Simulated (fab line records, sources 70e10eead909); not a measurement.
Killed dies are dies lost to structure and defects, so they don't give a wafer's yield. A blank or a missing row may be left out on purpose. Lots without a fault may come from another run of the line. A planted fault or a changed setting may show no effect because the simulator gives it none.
A sampling plan put to the test | flow nand_harc | one fab line, 19 faults that these records tell of, each judged on the records of the lots that it struck
The plan is the line's own looks: the steps of the route at which a gauge or an inspection reads the wafer and doesn't change it. A look can be judged if struck wafers have a number there and the file gives its usual mean and standard deviation on fault-free wafers. Caught: at a look after the fault's first step, the mean of the struck wafers lies 4 or more of those standard deviations (sigma) from the usual mean. On the tool: the same test on the tool's own readings at the fault's steps. Another recipe on the struck wafers, or a record that is blank for them alone, also counts as caught.

THE FAULTS, as the simulator had put them in
1. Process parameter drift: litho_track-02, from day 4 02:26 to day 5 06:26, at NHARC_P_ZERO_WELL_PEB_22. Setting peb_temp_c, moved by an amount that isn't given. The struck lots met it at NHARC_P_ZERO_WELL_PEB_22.
2. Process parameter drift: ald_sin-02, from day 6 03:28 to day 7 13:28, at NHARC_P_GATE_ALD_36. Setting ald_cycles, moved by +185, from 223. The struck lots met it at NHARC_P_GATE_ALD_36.
3. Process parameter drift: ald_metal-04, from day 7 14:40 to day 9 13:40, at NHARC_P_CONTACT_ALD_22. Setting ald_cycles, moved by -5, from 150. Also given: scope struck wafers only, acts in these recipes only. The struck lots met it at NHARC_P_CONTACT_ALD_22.
4. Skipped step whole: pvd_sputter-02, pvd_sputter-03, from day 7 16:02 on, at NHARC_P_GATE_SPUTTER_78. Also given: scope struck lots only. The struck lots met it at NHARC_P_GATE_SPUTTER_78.
5. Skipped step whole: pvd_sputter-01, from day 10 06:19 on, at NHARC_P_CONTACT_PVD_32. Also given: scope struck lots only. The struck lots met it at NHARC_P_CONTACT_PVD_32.
6. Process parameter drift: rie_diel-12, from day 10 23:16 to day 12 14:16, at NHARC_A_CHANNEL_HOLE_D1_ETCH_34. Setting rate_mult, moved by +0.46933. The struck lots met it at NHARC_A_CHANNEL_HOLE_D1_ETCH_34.
7. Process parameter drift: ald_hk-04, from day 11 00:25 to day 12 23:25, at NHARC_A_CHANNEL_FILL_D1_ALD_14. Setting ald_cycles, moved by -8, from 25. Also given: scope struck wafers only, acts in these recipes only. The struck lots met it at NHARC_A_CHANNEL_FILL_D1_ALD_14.
8. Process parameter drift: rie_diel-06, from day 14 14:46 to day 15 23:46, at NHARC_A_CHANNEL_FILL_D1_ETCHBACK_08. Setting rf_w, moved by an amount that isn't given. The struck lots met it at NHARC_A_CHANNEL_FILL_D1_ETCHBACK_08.
9. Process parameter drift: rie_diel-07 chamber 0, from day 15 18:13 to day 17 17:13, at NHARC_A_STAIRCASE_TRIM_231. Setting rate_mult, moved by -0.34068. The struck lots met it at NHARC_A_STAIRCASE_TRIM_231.
10. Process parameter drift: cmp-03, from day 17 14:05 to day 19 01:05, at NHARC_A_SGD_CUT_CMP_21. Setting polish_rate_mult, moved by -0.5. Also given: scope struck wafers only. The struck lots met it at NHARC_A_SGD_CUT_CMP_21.
11. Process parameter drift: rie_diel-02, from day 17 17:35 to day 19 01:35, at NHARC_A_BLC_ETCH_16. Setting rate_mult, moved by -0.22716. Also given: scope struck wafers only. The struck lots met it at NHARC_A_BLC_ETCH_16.
12. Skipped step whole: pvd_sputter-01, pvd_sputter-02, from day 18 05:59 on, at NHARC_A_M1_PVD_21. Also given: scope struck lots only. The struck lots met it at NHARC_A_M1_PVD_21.
13. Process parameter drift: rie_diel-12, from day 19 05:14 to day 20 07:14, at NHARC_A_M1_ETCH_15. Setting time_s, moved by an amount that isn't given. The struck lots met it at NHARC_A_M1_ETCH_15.
14. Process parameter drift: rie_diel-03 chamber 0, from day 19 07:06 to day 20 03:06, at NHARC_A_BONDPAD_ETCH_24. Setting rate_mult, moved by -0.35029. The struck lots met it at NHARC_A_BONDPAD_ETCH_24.
15. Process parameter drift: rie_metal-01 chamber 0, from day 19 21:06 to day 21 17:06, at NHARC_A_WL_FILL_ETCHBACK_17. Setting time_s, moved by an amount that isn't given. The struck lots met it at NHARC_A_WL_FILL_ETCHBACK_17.
16. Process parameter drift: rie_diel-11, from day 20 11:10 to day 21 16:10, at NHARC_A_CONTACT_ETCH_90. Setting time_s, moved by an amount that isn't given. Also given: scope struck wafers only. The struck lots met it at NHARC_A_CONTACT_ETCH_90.
17. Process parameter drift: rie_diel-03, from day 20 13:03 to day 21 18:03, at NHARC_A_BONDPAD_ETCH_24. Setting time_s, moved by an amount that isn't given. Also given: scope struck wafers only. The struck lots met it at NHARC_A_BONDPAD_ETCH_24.
18. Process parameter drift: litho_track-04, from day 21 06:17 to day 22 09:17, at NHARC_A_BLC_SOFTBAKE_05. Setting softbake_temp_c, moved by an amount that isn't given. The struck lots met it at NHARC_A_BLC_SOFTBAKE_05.
19. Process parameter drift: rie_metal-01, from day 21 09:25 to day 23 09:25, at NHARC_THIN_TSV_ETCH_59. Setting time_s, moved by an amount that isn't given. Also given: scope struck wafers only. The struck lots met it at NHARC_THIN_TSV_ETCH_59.

WHAT THE PLAN SAW
fault | on the tool itself                               | first look that catches it                      | reading, sigma                    | median hours from its first step to that look | hours from the fault's start to the first struck lot there | judged looks passed uncaught
1     | plate_temp_C -14 sigma                           | none of the 2 looks that can be judged after it | -                                 | -                                             | -                                                          | 2
2     | under 2 sigma                                    | no look after it can be judged                  | -                                 | -                                             | -                                                          | 0
3     | under 2 sigma                                    | no look after it can be judged                  | -                                 | -                                             | -                                                          | 0
4     | no reading that can be judged                    | NHARC_END_SORT_01                               | killed_at_periphery +99 or beyond | 344.4                                         | 345                                                        | 0
5     | the tool's record is blank for the struck wafers | no look after it can be judged                  | -                                 | -                                             | -                                                          | 0
6     | oes_product_au +11 sigma                         | no look after it can be judged                  | -                                 | -                                             | -                                                          | 0
7     | under 2 sigma                                    | not the one look that can be judged after it    | -                                 | -                                             | -                                                          | 1
8     | rf_fwd_power_W +45 sigma                         | not the one look that can be judged after it    | -                                 | -                                             | -                                                          | 1
9     | oes_product_au -25 sigma                         | NHARC_END_SORT_01                               | killed_at_array +15               | 202.8                                         | 205                                                        | 0
10    | time_to_endpoint_s +17 sigma                     | not the one look that can be judged after it    | -                                 | -                                             | -                                                          | 1
11    | oes_product_au -12 sigma                         | no look after it can be judged                  | -                                 | -                                             | -                                                          | 0
12    | the tool's record is blank for the struck wafers | no look after it can be judged                  | -                                 | -                                             | -                                                          | 0
13    | run_length_s -30 sigma                           | no look after it can be judged                  | -                                 | -                                             | -                                                          | 0
14    | oes_product_au -29 sigma                         | NHARC_END_SORT_01                               | sort_bin_2_pct +99 or beyond      | 33.0                                          | 50                                                         | 0
15    | run_length_s -32 sigma                           | no look after it can be judged                  | -                                 | -                                             | -                                                          | 0
16    | run_length_s -77 sigma                           | not the one look that can be judged after it    | -                                 | -                                             | -                                                          | 1
17    | run_length_s -43 sigma                           | not the one look that can be judged after it    | -                                 | -                                             | -                                                          | 1
18    | heater_power_total_W -45 sigma                   | no look after it can be judged                  | -                                 | -                                             | -                                                          | 0
19    | run_length_s -43 sigma                           | not the one look that can be judged after it    | -                                 | -                                             | -                                                          | 1
A dash: the fault isn't caught, or these records don't give the number.

Caught at a look: 3 of 19. Caught on the tool: 15 of 19. By one or the other: 16 of 19.
Caught on the tool alone: faults 1, 5, 6, 8, 10, 11, 12, 13, 15, 16, 17, 18, 19.
Caught at a look alone: fault 4.
Caught by neither: faults 2, 3, 7.

THINNER SAMPLING
If the look that catches a fault measured only every second or every third lot, by lot number, the first struck lot would be measured this late in the worst case:
fault | struck lots at that look, in order of time | every lot | every second lot | every third lot
4     | L643, L645, L644                           | 345 h     | 375 h            | 375 h
9     | L874, L876                                 | 205 h     | may miss all 2   | may miss all 2
14    | L809                                       | 50 h      | may miss it      | may miss it
Hours are from the fault's start to the first struck lot that is measured. The limit of 4 sigma was tested on all struck wafers together, so one lot alone may lie under it. Other struck lots may not be in these records.

THE LONGEST TIMED WAY FROM STEP TO LOOK
Fault 4: a median of 344.4 hours passes between NHARC_P_GATE_SPUTTER_78 and NHARC_END_SORT_01. No look between them can be judged.
